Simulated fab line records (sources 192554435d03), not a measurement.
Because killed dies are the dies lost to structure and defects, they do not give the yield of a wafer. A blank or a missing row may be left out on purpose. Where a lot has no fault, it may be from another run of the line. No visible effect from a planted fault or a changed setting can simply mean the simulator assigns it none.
fab line records | flow n5-finfet
record: lots: 5 | wafers: 15 | last-day: 17
route steps=1938 shown BEOL_M11@1593 BEOL_M12@1602
lots with no fault: from the same line, run without faults
start-h: hours from the record's opening day to when the first of the lot's shown wafers began | wait-h: how many hours have passed since the lot's step before this one | " repeats the value in the row above | L1.1+2: one row covering several wafers at once | - no value, or no start given | * or withheld: withheld | < > ~ a bound
route shown NAME@n: NAME is a module with steps in the file, n the number in the route of the first one | usual: mean/standard deviation taken from wafers without a fault | same: alike in all rows | chamber/n: place in a boat | sites: readings site by site | _std_site: the values' standard deviation | _edge_site: outer sites' mean less inner sites' | radius-mm: for every site, how far away it sits from the centre of the wafer | mask NAME#n: copy n | behind: the most recent tool/chamber to have shaped the wafer | hold: reason for holding the lot/hours on hold/outcome of the hold | device: names the non-switching transistor (n, p or np) | end of line: tests of these same wafers at the route's end | step lacking rows: just its recipe | killed: the dies lost at the first sort to structure and to defects; this is not the yield of the wafer | map: dies across one wafer; x = killed, . = not, _ = none there
set.NAME: the run value of the setting; set.NAME@STEP: its run value at that earlier step | model.NAME: the simulator's own value behind a step, which no gauge read
a table for each step, a row for each wafer; lots at some steps of the route
services: the hour from which a tool's chamber was out of use, counted from the record's first day as start-h (under 0 if before that day), plus the number of hours and why
== steps ==
step: N5_BEOL_M11_SPUTTER_48
recipe: material: Cu | target-thk-a: 120 | temp-c: -20 | bias-v: 60 | power-w: 26000 | chamber-pressure-pa: 0.13 | time-s: 2
usual: cathode-dc-power-W: 26000/4.7 | chamber-pressure-pa: 0.12999/0.00025 | throttle-valve-pct: 30.1/1.2
lot.wafer | tool           | chamber | start-h | wait-h | cathode-dc-power-W | chamber-pressure-pa | throttle-valve-pct
L134.1    | pvd-sputter-01 | -       | 231.56  | 0.1    | 25998              | 0.13001             | 29.4
L134.5    | "              | -       | "       | "      | 26004              | 0.13045             | 30.4
L134.6    | "              | -       | "       | "      | 26007              | 0.13                | 27.4
L139.2    | pvd-sputter-03 | -       | 258.34  | 0.2    | 26002              | 0.12969             | 29.2
L139.3    | "              | -       | "       | "      | 25999              | 0.12997             | 31.3
L139.4    | "              | -       | "       | "      | 25997              | 0.13012             | 31.5
L153.3    | pvd-sputter-03 | -       | 338.31  | 0.1    | 26004              | 0.1301              | 31.2
L153.4    | "              | -       | "       | "      | 26001              | 0.12987             | 31.7
L153.5    | "              | -       | "       | "      | 25999              | 0.1299              | 30.9
L150.2    | pvd-sputter-03 | -       | 347.92  | 0.2    | 26004              | 0.12978             | 31.0
L150.3    | "              | -       | "       | "      | 26005              | 0.12969             | 29.0
L150.6    | "              | -       | "       | "      | 26004              | 0.12933             | 32.0
L154.2    | pvd-sputter-01 | -       | 361.55  | 0.1    | 26006              | 0.12983             | 27.5
L154.3    | "              | -       | "       | "      | 26004              | 0.1301              | 30.2
L154.6    | "              | -       | "       | "      | 25996              | 0.1296              | 29.4
step: N5_BEOL_M11_ECD_50
recipe: material: Cu | target-thk-a: 3180
step: N5_BEOL_M11_ANNEAL_51
recipe: temp-c: 225 | time-s: 90 | ambient: N2
step: N5_BEOL_M11_CMP_52
recipe: stop-on: SiCOH_lowk | t-overpolish-s: 7 | down-force-psi: 1 | platen-rpm: 50 | clearing-platen-down-force-psi: 1.5 | clearing-platen-rpm: 50 | post-cmp-clean: cu-alkaline | target-thk-nm: 140 | clearing-platen-pad-velocity-m-s: 0.99484 | pad-velocity-m-s: 0.99484
usual: barrier-field-endpoint-s: 28.7/0.8 | motor-current-A: 6.0/0.88 | overpolish-run-s: 7.000/0.0089 | time-to-endpoint-s: 66/3.9
lot.wafer | tool   | chamber | start-h | wait-h | barrier-field-endpoint-s | motor-current-A | overpolish-run-s | time-to-endpoint-s
L134.1    | cmp-02 | 3       | 232.21  | 0.4    | 28.2                     | 5.4             | 7.010            | 66
L134.5    | "      | 0       | "       | "      | 28.7                     | 5.6             | 6.992            | 64
L134.6    | "      | 1       | "       | "      | 27.6                     | 5.5             | 6.989            | 61
L139.2    | cmp-04 | 0       | 258.86  | 0.2    | 29.4                     | 5.7             | 7.010            | 68
L139.3    | "      | 1       | "       | "      | 28.9                     | 6.2             | 6.999            | 71
L139.4    | "      | 2       | "       | "      | 28.8                     | 6.3             | 6.988            | 68
L153.4    | cmp-04 | 0       | 338.98  | 0.3    | 27.8                     | 5.6             | 6.997            | 60
L153.3    | "      | 1       | "       | "      | 28.4                     | 6.0             | 7.006            | 64
L153.5    | "      | 3       | "       | "      | 28.4                     | 5.3             | 6.993            | 65
L150.2    | cmp-04 | 0       | 348.45  | 0.2    | 27.9                     | 5.8             | 6.987            | 60
L150.3    | "      | 1       | "       | "      | 27.9                     | 6.1             | 7.000            | 63
L150.6    | "      | 0       | "       | "      | 28.8                     | 5.7             | 7.010            | 59
L154.2    | cmp-01 | 0       | 362.23  | 0.2    | 28.6                     | 6.6             | 7.014            | 66
L154.3    | "      | 3       | "       | "      | 27.7                     | 5.5             | 6.990            | 63
L154.6    | "      | 1       | "       | "      | 28.5                     | 5.8             | 7.018            | 62
step: N5_BEOL_M11_THK_MEAS_53
recipe: thk-meas-gauge: xrf | reads: Cu_of_BEOL_M11_ECD_50
usual: M11_THK: 136/3.2
lot.wafer | tool          | chamber | start-h | wait-h | M11_THK[nm]
L134.1    | film-metro-02 | -       | 232.39  | -      | 133
L134.5    | "             | -       | "       | "      | 136
L134.6    | "             | -       | "       | "      | 134
L139.2    | film-metro-01 | -       | 259.16  | -      | 137
L139.3    | "             | -       | "       | "      | 137
L139.4    | "             | -       | "       | "      | 135
L153.3    | film-metro-02 | -       | 339.24  | -      | 134
L153.4    | "             | -       | "       | "      | 130
L153.5    | "             | -       | "       | "      | 131
L150.2    | film-metro-02 | -       | 348.75  | -      | 137
L150.3    | "             | -       | "       | "      | 132
L150.6    | "             | -       | "       | "      | 133
L154.2    | film-metro-01 | -       | 362.53  | -      | 136
L154.3    | "             | -       | "       | "      | 136
L154.6    | "             | -       | "       | "      | 132
step: N5_BEOL_M11_PRE_CLEAN_55
recipe: gas: NH3 | time-s: 15 | temp-c: withheld | rf-power-w: 300
step: N5_BEOL_M11_DEP_56
recipe: material: SiCN | target-thk-a: 300 | temp-c: withheld | precursor: 3MS/NH3 | pressure-torr: 3 | rf-w: 675 | time-s: 10.5
step: N5_BEOL_M11_RS_MEAS_57
recipe: thk-meas-gauge: four-point-probe | reads: Cu_of_BEOL_M11_ECD_50+Co_of_BEOL_M11_CVD_75+TaN_of_BEOL_M11_ALD_74
usual: M11_RS: 0.150/0.0039
lot.wafer | tool          | chamber | start-h | wait-h | M11_RS[ohm/sq]
L134.1    | film-metro-02 | -       | 232.52  | 0.0    | 0.155
L134.5    | "             | -       | "       | "      | 0.150
L134.6    | "             | -       | "       | "      | 0.152
L139.2    | film-metro-02 | -       | 259.28  | 0.0    | 0.150
L139.3    | "             | -       | "       | "      | 0.150
L139.4    | "             | -       | "       | "      | 0.153
L153.3    | film-metro-01 | -       | 339.36  | 0.0    | 0.153
L153.4    | "             | -       | "       | "      | 0.158
L153.5    | "             | -       | "       | "      | 0.156
L150.2    | film-metro-02 | -       | 348.87  | 0.0    | 0.150
L150.3    | "             | -       | "       | "      | 0.157
L150.6    | "             | -       | "       | "      | 0.156
L154.2    | film-metro-02 | -       | 362.66  | 0.0    | 0.150
L154.3    | "             | -       | "       | "      | 0.151
L154.6    | "             | -       | "       | "      | 0.155
step: N5_BEOL_M11_INSPECT_58
recipe: inspect-instrument: darkfield | mode: post-dep
usual: raw-defect-count: 66/23
lot.wafer | tool              | chamber | start-h | wait-h | raw-defect-count
L134.1    | defect-inspect-01 | -       | 232.54  | 0.0    | 64
L134.5    | "                 | -       | "       | "      | 50
L134.6    | "                 | -       | "       | "      | 55
L139.2    | defect-inspect-01 | -       | 259.31  | 0.0    | 54
L139.3    | "                 | -       | "       | "      | 142
L139.4    | "                 | -       | "       | "      | 124
L153.3    | defect-inspect-02 | -       | 339.39  | 0.0    | 44
L153.4    | "                 | -       | "       | "      | 53
L153.5    | "                 | -       | "       | "      | 57
L150.2    | defect-inspect-01 | -       | 348.90  | 0.0    | 84
L150.3    | "                 | -       | "       | "      | 54
L150.6    | "                 | -       | "       | "      | 62
L154.2    | defect-inspect-01 | -       | 362.68  | 0.0    | 41
L154.3    | "                 | -       | "       | "      | 58
L154.6    | "                 | -       | "       | "      | 65
step: N5_BEOL_M12_ILD_DEP_00
recipe: material: SiOC | target-thk-a: 6589.2 | temp-c: 350 | precursor: DEMS/O2 | pressure-torr: 5 | rf-w: 500 | time-s: 130.7
usual: heater-power-w: 473/95 | showerhead-plenum-p-Torr: 5.692/0.012 | showerhead-vpp-V: 1433/79 | throttle-valve-pct: 12.0/0.69
lot.wafer | tool     | chamber | start-h | wait-h | heater-power-w | showerhead-plenum-p-Torr | showerhead-vpp-V | throttle-valve-pct
L134.1    | pecvd-03 | 1       | 232.58  | 0.0    | 364            | 5.703                    | 1338             | 11.2
L134.5    | "        | 1       | "       | "      | 293            | 5.715                    | 1354             | 11.1
L134.6    | "        | 2       | "       | "      | 512            | 5.705                    | 1404             | 11.5
L139.2    | pecvd-02 | 1       | 259.34  | 0.0    | 473            | 5.700                    | 1409             | 11.9
L139.3    | "        | 0       | "       | "      | 510            | 5.703                    | 1453             | 11.9
L139.4    | "        | 0       | "       | "      | 568            | 5.700                    | 1436             | 11.8
L153.3    | pecvd-03 | 0       | 339.42  | 0.0    | 379            | 5.687                    | 1439             | 13.6
L153.4    | "        | 1       | "       | "      | 326            | 5.698                    | 1343             | 11.2
L153.5    | "        | 0       | "       | "      | 405            | 5.684                    | 1420             | 13.7
L150.2    | pecvd-04 | 2       | 348.93  | 0.0    | 456            | 5.676                    | 1468             | 12.1
L150.3    | "        | 0       | "       | "      | 466            | 5.707                    | 1364             | 11.7
L150.6    | "        | 1       | "       | "      | 598            | 5.682                    | 1572             | 12.5
L154.2    | pecvd-03 | 1       | 362.72  | 0.0    | 370            | 5.711                    | 1348             | 11.3
L154.3    | "        | 0       | "       | "      | 422            | 5.686                    | 1411             | 13.2
L154.6    | "        | 2       | "       | "      | 491            | 5.682                    | 1400             | 11.6
step: N5_BEOL_M12_THK_MEAS_01
recipe: reads: SiOC_of_BEOL_M12_ILD_DEP_00
usual: M12_ILD_THK: 660/9.1
lot.wafer | tool          | chamber | start-h | wait-h | M12_ILD_THK[nm]
L134.1    | film-metro-02 | -       | 232.76  | 0.1    | 667
L134.5    | "             | -       | "       | "      | 679
L134.6    | "             | -       | "       | "      | 677
L139.2    | film-metro-01 | -       | 259.47  | 0.1    | 651
L139.3    | "             | -       | "       | "      | 665
L139.4    | "             | -       | "       | "      | 659
L153.3    | film-metro-01 | -       | 339.56  | 0.1    | 657
L153.4    | "             | -       | "       | "      | 666
L153.5    | "             | -       | "       | "      | 668
L150.2    | film-metro-01 | -       | 349.06  | 0.1    | 655
L150.3    | "             | -       | "       | "      | 657
L150.6    | "             | -       | "       | "      | 670
L154.2    | film-metro-02 | -       | 362.85  | 0.1    | 664
L154.3    | "             | -       | "       | "      | 658
L154.6    | "             | -       | "       | "      | 665
step: N5_BEOL_M12_COAT_58
recipe: resist: BARC | temp-c: 205 | time-s: 60 | spin-rpm: 1500 | resist-thk-nm: 89
step: N5_BEOL_M12_COAT_04
recipe: spin-rpm: 1625 | resist-thk-nm: 400
usual: chill-plate-temp-C: 22.98/0.099 | spin-speed-rpm: 1625.0/1.1
lot.wafer | tool           | chamber | start-h | wait-h | chill-plate-temp-C | spin-speed-rpm | model.coat_of_BEOL_M12_COAT_04.thk-nm
L134.1    | litho-track-03 | 0       | 232.79  | -      | 23.13              | 1625.3         | 398.2
L134.5    | "              | 0       | "       | "      | 23.00              | 1624.7         | 398.6
L134.6    | "              | 0       | "       | "      | 23.03              | 1624.3         | 398.6
L139.2    | litho-track-04 | 0       | 259.51  | -      | 23.04              | 1626.1         | 401.8
L139.3    | "              | 0       | "       | "      | 23.02              | 1625.0         | 403.4
L139.4    | "              | 0       | "       | "      | 22.99              | 1626.0         | 401.8
L153.3    | litho-track-04 | 0       | 339.59  | -      | 23.05              | 1624.9         | 400.2
L153.4    | "              | 0       | "       | "      | 22.92              | 1624.9         | 401.8
L153.5    | "              | 0       | "       | "      | 22.90              | 1626.5         | 400
L150.2    | litho-track-03 | 0       | 349.10  | -      | 22.87              | 1563.4         | 407
L150.3    | "              | 0       | "       | "      | 22.99              | 1563.7         | 407.8
L150.6    | "              | 0       | "       | "      | 23.04              | 1565.5         | 406.8
L154.2    | litho-track-04 | 0       | 362.88  | -      | 22.77              | 1625.7         | 400.8
L154.3    | "              | 0       | "       | "      | 22.90              | 1625.9         | 399
L154.6    | "              | 0       | "       | "      | 22.81              | 1626.0         | 399.4
step: N5_BEOL_M12_EBR_06
recipe: solvent: PGMEA | ebr-width-mm: 1.5
step: N5_BEOL_M12_SOFTBAKE_05
recipe: temp-c: 130 | time-s: 60
step: N5_BEOL_M12_EXPOSE_07
recipe: mask-id: V11 | na: 0.93 | source-shape: conventional | sigma-outer: 0.6 | polarization: unpolarized | attpsm-phase-deg: 180 | dose-mj: 32.5
step: N5_BEOL_M12_PEB_08
recipe: peb-temp-c: 130 | peb-time-s: 90
step: N5_BEOL_M12_DEVELOP_09
recipe: develop-time-s: 45 | rinse-liquid: diw | dry: air-spin | dev-temp-c: 21
step: N5_BEOL_M12_HARDBAKE_14
recipe: temp-c: 130 | time-s: 120
step: N5_BEOL_M12_CD_MEAS_10
recipe: target-cd-nm: 140 | landing-energy-ev: 500 | detector: se-inlens | polarity: opening
usual: cd-nm: 139.2/1.9
lot.wafer | tool      | chamber | start-h | wait-h | cd-nm
L134.1    | cd-sem-02 | 0       | 233.06  | -      | 139.4
L134.5    | "         | 0       | "       | "      | 140.7
L134.6    | "         | 0       | "       | "      | 141.4
L139.2    | cd-sem-03 | 0       | 259.78  | -      | 139.7
L139.3    | "         | 0       | "       | "      | 141.2
L139.4    | "         | 0       | "       | "      | 141.5
L153.3    | cd-sem-03 | 0       | 339.99  | -      | 140.6
L153.4    | "         | 0       | "       | "      | 142.5
L153.5    | "         | 0       | "       | "      | 142.6
L150.2    | cd-sem-03 | 0       | 349.37  | -      | 136.2
L150.3    | "         | 0       | "       | "      | 138.5
L150.6    | "         | 0       | "       | "      | 139.1
L154.2    | cd-sem-01 | 0       | 363.16  | -      | 139.5
L154.3    | "         | 0       | "       | "      | 140.0
L154.6    | "         | 0       | "       | "      | 142.7
step: N5_BEOL_M12_OVL_MEAS_11
recipe: points-per-wafer: 44
usual: V11_OVL: -2/6.7
same: points-per-wafer: 44
lot.wafer | tool       | chamber | start-h | wait-h | V11_OVL[nm]
L134.1    | overlay-02 | 0       | 233.09  | 0.0    | -3
L134.5    | "          | 0       | "       | "      | -2
L134.6    | "          | 0       | "       | "      | -9
L139.2    | overlay-02 | 0       | 259.81  | 0.0    | -4
L139.3    | "          | 0       | "       | "      | -7
L139.4    | "          | 0       | "       | "      | -3
L153.3    | overlay-02 | 0       | 340.01  | 0.0    | -12
L153.4    | "          | 0       | "       | "      | -1
L153.5    | "          | 0       | "       | "      | -7
L150.2    | overlay-02 | 0       | 349.40  | 0.0    | 1
L150.3    | "          | 0       | "       | "      | -1
L150.6    | "          | 0       | "       | "      | 7
L154.2    | overlay-01 | 0       | 363.18  | 0.0    | -16
L154.3    | "          | 0       | "       | "      | -9
L154.6    | "          | 0       | "       | "      | -14
step: N5_BEOL_M12_INSPECT_12
recipe: mode: adi | inspect-instrument: macro
usual: raw-defect-count: 1.9/1.3
lot.wafer | tool              | chamber | start-h | wait-h | raw-defect-count
L134.1    | defect-inspect-01 | -       | 233.12  | 0.0    | 2
L134.5    | "                 | -       | "       | "      | 3
L134.6    | "                 | -       | "       | "      | 2
L139.2    | defect-inspect-02 | -       | 259.83  | 0.0    | 0
L139.3    | "                 | -       | "       | "      | 2
L139.4    | "                 | -       | "       | "      | 2
L153.3    | defect-inspect-02 | -       | 340.04  | 0.0    | 3
L153.4    | "                 | -       | "       | "      | 1
L153.5    | "                 | -       | "       | "      | 1
L150.2    | defect-inspect-02 | -       | 349.42  | 0.0    | 2
L150.3    | "                 | -       | "       | "      | 1
L150.6    | "                 | -       | "       | "      | 0
L154.2    | defect-inspect-02 | -       | 363.21  | 0.0    | 3
L154.3    | "                 | -       | "       | "      | 0
L154.6    | "                 | -       | "       | "      | 0
step: N5_BEOL_M12_DESCUM_15
recipe: chemistry: O2 | time-s: 7.9 | source-power-w: 50 | bias-power-w: 20 | pressure-mtorr: 20 | rf-frequency-hz: 2.712e+07 | temp-c: 40 | o2-flow-sccm: 225
usual: drypump-motor-current-A: 5.7/0.52 | oes-product-au: 0.82/0.063 | rf-vpp-V: 243.5/1.5 | showerhead-plenum-p-Torr: 2.11/0.092 | throttle-valve-pct: 20.39/0.16
lot.wafer | tool        | chamber | start-h | wait-h | drypump-motor-current-A | oes-product-au | rf-hours-counter-h | rf-vpp-V | showerhead-plenum-p-Torr | throttle-valve-pct
L134.1    | rie-diel-01 | 3       | 233.15  | 0.0    | 5.7                     | 0.81           | 60                 | 243.0    | 2.03                     | 20.41
L134.5    | "           | 1       | "       | "      | 5.3                     | 0.68           | -                  | 244.0    | 2.06                     | 20.56
L134.6    | "           | 0       | "       | "      | 6.1                     | 0.69           | -                  | 241.4    | 1.97                     | 20.65
L139.2    | rie-diel-02 | 2       | 259.87  | 0.0    | 5.8                     | 0.77           | 109                | 244.6    | 2.22                     | 20.49
L139.3    | "           | 3       | "       | "      | 4.7                     | 0.80           | 103                | 242.1    | 2.02                     | 20.55
L139.4    | "           | 2       | "       | "      | 5.7                     | 0.77           | -                  | 244.6    | 2.22                     | 20.50
L153.3    | rie-diel-02 | 0       | 340.07  | 0.0    | 5.8                     | 0.77           | 112                | 244.3    | 2.09                     | 20.12
L153.4    | "           | 0       | "       | "      | 5.8                     | 0.76           | -                  | 243.6    | 2.09                     | 20.14
L153.5    | "           | 2       | "       | "      | 5.7                     | 0.78           | -                  | 245.5    | 2.22                     | 20.51
L150.2    | rie-diel-01 | 2       | 349.46  | 0.0    | 6.4                     | 0.85           | 62                 | 243.2    | 2.02                     | 20.22
L150.3    | "           | 0       | "       | "      | 6.1                     | 0.89           | 27                 | 244.4    | 2.22                     | 20.27
L150.6    | "           | 0       | "       | "      | 6.1                     | 0.89           | -                  | 244.4    | 2.22                     | 20.27
L154.2    | rie-diel-01 | 2       | 363.35  | 0.1    | 6.3                     | 0.83           | 66                 | 241.9    | 2.02                     | 20.23
L154.3    | "           | 1       | "       | "      | 5.3                     | 0.92           | 24                 | 241.5    | 2.05                     | 20.33
L154.6    | "           | 1       | "       | "      | 5.3                     | 0.91           | -                  | 241.7    | 2.05                     | 20.32
step: N5_BEOL_M12_ETCH_59
recipe: chemistry: N2/H2 | target: BARC | target-depth-a: 890 | overetch-a: 267 | time-s: 67.9 | ion-energy-ev: 200 | pressure-mtorr: 30 | source-w: 840 | bias-w: 150 | n2-flow-sccm: 200 | h2-flow-sccm: 200
step: N5_BEOL_M12_VIA_ETCH_16
recipe: chemistry: C4F8/O2/Ar | target: SiOC | pressure-mtorr: 30 | source-w: 3000 | bias-w: 700 | Ar_flow_sccm: 400 | C4F8_flow_sccm: 15 | O2_flow_sccm: 8 | he-inner-torr: 15 | he-outer-torr: 30 | target-depth-a: 7248 | time-s: withheld | ion-energy-ev: 250 | ends: cleared
usual: drypump-motor-current-A: 5.7/0.52 | he-inner-torr: 14.99/0.03 | oes-product-au: 0.74/0.056 | rf-vpp-V: 666/3.8 | showerhead-plenum-p-Torr: 3.44/0.14 | throttle-valve-pct: 24.14/0.13
lot.wafer | tool        | chamber | start-h | wait-h | drypump-motor-current-A | he-inner-torr | oes-product-au | rf-vpp-V | showerhead-plenum-p-Torr | throttle-valve-pct | model.coat_of_BEOL_M12_COAT_04.thk-nm
L134.1    | rie-diel-01 | 3       | 233.24  | 0.0    | 5.7                     | 14.97         | 0.74           | 664      | 3.32                     | 24.17              | 120.6
L134.5    | "           | 1       | "       | "      | 5.3                     | 15.00         | 0.60           | 666      | 3.37                     | 24.28              | 117.8
L134.6    | "           | 0       | "       | "      | 6.1                     | 14.95         | 0.63           | 660      | 3.24                     | 24.44              | 115.8
L139.2    | rie-diel-02 | 2       | 259.96  | 0.0    | 5.8                     | 15.00         | 0.70           | 671      | 3.57                     | 24.04              | 127
L139.3    | "           | 3       | "       | "      | 4.8                     | 14.97         | 0.72           | 663      | 3.29                     | 24.26              | 125.2
L139.4    | "           | 2       | "       | "      | 5.8                     | 14.96         | 0.70           | 670      | 3.57                     | 24.05              | 124.4
L153.3    | rie-diel-02 | 0       | 340.16  | 0.0    | 5.8                     | 15.02         | 0.70           | 667      | 3.45                     | 24.04              | 122.4
L153.4    | "           | 0       | "       | "      | 5.8                     | 14.99         | 0.70           | 666      | 3.45                     | 24.04              | 122.2
L153.5    | "           | 2       | "       | "      | 5.8                     | 15.04         | 0.70           | 670      | 3.56                     | 24.06              | 119.6
L150.2    | rie-diel-01 | 2       | 349.54  | 0.0    | 6.4                     | 14.98         | 0.75           | 663      | 3.32                     | 24.02              | 131
L150.3    | "           | 0       | "       | "      | 6.1                     | 15.00         | 0.79           | 670      | 3.63                     | 24.15              | 128.4
L150.6    | "           | 0       | "       | "      | 6.1                     | 15.02         | 0.80           | 671      | 3.63                     | 24.17              | 124
L154.2    | rie-diel-01 | 2       | 363.43  | 0.0    | 6.4                     | 14.98         | 0.74           | 663      | 3.32                     | 24.06              | 121.6
L154.3    | "           | 1       | "       | "      | 5.3                     | 15.00         | 0.83           | 664      | 3.35                     | 24.07              | 121.2
L154.6    | "           | 1       | "       | "      | 5.3                     | 14.99         | 0.82           | 664      | 3.35                     | 24.06              | 119.4
step: N5_BEOL_M12_STRIP_63
recipe: chemistry: N2/H2 | power-w: 1000 | temp-c: 250 | h2-frac: 0.65 | overash-fraction: 0.3 | pressure-mtorr: 1000 | n2-flow-sccm: 1750 | h2-flow-sccm: 3250
usual: drypump-motor-current-A: 5.5/0.49 | heater-power-w: 308/11 | oes-product-au: 0.693/0.0048 | strip-time-to-endpoint-s: 42.3/0.88
lot.wafer | tool            | chamber | start-h | wait-h | drypump-motor-current-A | heater-power-w | oes-product-au | rf-hours-counter-h | strip-time-to-endpoint-s
L134.1    | plasma-asher-02 | 1       | 233.44  | -      | 5.5                     | 303            | 0.686          | 121                | 41.8
L134.5    | "               | 0       | "       | "      | 6.4                     | 302            | 0.694          | -                  | 41.1
L134.6    | "               | 1       | "       | "      | 5.4                     | 298            | 0.693          | -                  | 40.5
L139.2    | plasma-asher-01 | 0       | 260.16  | -      | 5.0                     | 314            | 0.702          | 75                 | 43.5
L139.3    | "               | 0       | "       | "      | 5.0                     | 320            | 0.696          | -                  | 43.1
L139.4    | "               | 1       | "       | "      | 5.6                     | 303            | 0.689          | -                  | 42.8
L153.3    | plasma-asher-01 | 0       | 340.38  | -      | 5.0                     | 323            | 0.696          | -                  | 42.3
L153.4    | "               | 1       | "       | "      | 5.5                     | 307            | 0.686          | -                  | 42.3
L153.5    | "               | 0       | "       | "      | 5.0                     | 317            | 0.680          | -                  | 41.6
L150.2    | plasma-asher-02 | 0       | 349.74  | -      | 6.4                     | 303            | 0.697          | 149                | 44.7
L150.3    | "               | 0       | "       | "      | 6.3                     | 301            | 0.685          | -                  | 44.0
L150.6    | "               | 0       | "       | "      | 6.3                     | 300            | 0.691          | -                  | 42.8
L154.2    | plasma-asher-01 | 1       | 363.63  | -      | 5.6                     | 305            | 0.688          | 90                 | 42.1
L154.3    | "               | 0       | "       | "      | 5.0                     | 316            | 0.691          | -                  | 42.0
L154.6    | "               | 0       | "       | "      | 5.0                     | 323            | 0.689          | -                  | 41.5
== services ==
tool            | chamber | start-h | hours | kind
pecvd-03        | 0       | 218.77  | 14.6  | repair
cmp-01          | -       | 230.19  | 4.0   | pm
pecvd-03        | -       | 232.87  | 3.7   | repair
rie-diel-01     | 0       | 239.19  | -     | clean
rie-diel-01     | 0       | 239.19  | -     | consumable-replace:focus-ring
rie-diel-01     | 0       | 239.19  | -     | consumable-replace:showerhead
rie-diel-01     | 0       | 239.19  | 32.1  | scheduled-down
rie-diel-01     | 0       | 239.19  | 32.1  | vent-cycle
cmp-04          | -       | 245.69  | 4.0   | pm
cmp-02          | -       | 258.45  | 4.3   | repair
rie-diel-02     | 1       | 259.35  | 18.6  | repair
cmp-02          | -       | 267.14  | 0.2   | repair
rie-diel-01     | 1       | 271.35  | -     | clean
pecvd-04        | 0       | 271.90  | 10.6  | repair
pecvd-02        | -       | 278.99  | 1.1   | repair
plasma-asher-01 | -       | 295.45  | 15.6  | pm
cmp-04          | -       | 299.37  | 0.3   | repair
cmp-02          | -       | 300.52  | 4.0   | pm
plasma-asher-02 | -       | 311.06  | 2.8   | pm
pvd-sputter-03  | -       | 328.74  | 2.3   | repair
rie-diel-02     | 3       | 329.31  | 13.5  | repair
cmp-04          | -       | 345.28  | 1.9   | repair
pecvd-03        | 2       | 346.52  | 7.2   | repair
pvd-sputter-01  | -       | 359.72  | 0.6   | repair
== key ==
first-sign: step: N5_BEOL_M12_COAT_04 | reading: spin-speed-rpm | direction: down | sigmas: 56 | usual: * | struck: *
effect none on later readings
model-effect: step: N5_BEOL_M12_COAT_04 | value: coat_of_BEOL_M12_COAT_04.thk-nm | without: 399.3 | struck: 407.2
model-effect: step: N5_BEOL_M12_VIA_ETCH_16 | value: coat_of_BEOL_M12_COAT_04.thk-nm | without: 120 | struck: 127.8
met-at N5_BEOL_M12_COAT_04
struck-wafers L150.2,L150.3,L150.6
onset-between 232.79 349.10
fault: kind: process-parameter-drift | tool: litho-track-03 | chamber: - | onset-h: 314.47 | steps: N5_BEOL_M12_COAT_04 | channel: spin-rpm | offset: * | shape: step | acts-in: * | stated: *
